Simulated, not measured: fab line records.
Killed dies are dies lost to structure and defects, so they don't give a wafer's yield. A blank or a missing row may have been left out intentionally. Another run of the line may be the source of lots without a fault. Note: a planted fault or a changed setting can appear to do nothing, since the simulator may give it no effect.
What tool caused it? ; flow nand-harc ; route of 1302 steps, sampled at 1 step: 11 lots, 33 wafers

== WHAT THE GAUGES SHOWED, per wafer ==
NHARC_A_CHANNEL_HOLE_D1_OVL_MEAS_11.
lot;measured;on;overlay-x-nm (nm)
L075;day 8 15:32;overlay-02;1.2 0.1 0.6
L078;day 9 21:55;overlay-02;1.4 1.1 0.8
L079;day 10 10:56;overlay-02;0.6 0.0 0.7
L082;day 11 20:20;overlay-01;-1.8 -1.0 -1.4
L083;day 12 10:30;overlay-01;-0.8 -1.1 -1.0
L086;day 13 08:02;overlay-01;-1.8 -1.7 -1.1
L088;day 14 09:37;overlay-01;1.0 0.8 0.8
L090;day 15 05:03;overlay-01;-0.9 -0.7 -0.8
L092;day 16 03:17;overlay-02;-0.4 0.0 0.0
L094;day 17 01:35;overlay-01;1.5 1.5 1.4
L096;day 17 12:55;overlay-01;0.5 -0.3 -0.2

== TOOL THAT RAN EACH LOT (tool first, then ch and the chambers of the sampled wafers, then the start) ==
No process step before these readings appears in the record.

== THE ANSWER, worked out from the rows above alone ==
Rule: the usual values come from the lots themselves. Put in order of their means at a reading, lots are off if they are a third of the lots or fewer, leave a main group of 4 or more, and stand apart from it by a gap of 3 or more times the standard deviation of the main group's means; of several such gaps the widest counts. A main group whose means are all the same, to the digits that the tables above print for the reading, isn't used. Also off: a lot with no number at a reading for which 4 or more lots have one. Any other lot the step has rows for is counted as sound.
None of the lots is off at any reading shown; this tells nothing.

== WHAT HAD BEEN PUT IN BY THE SIMULATOR ==
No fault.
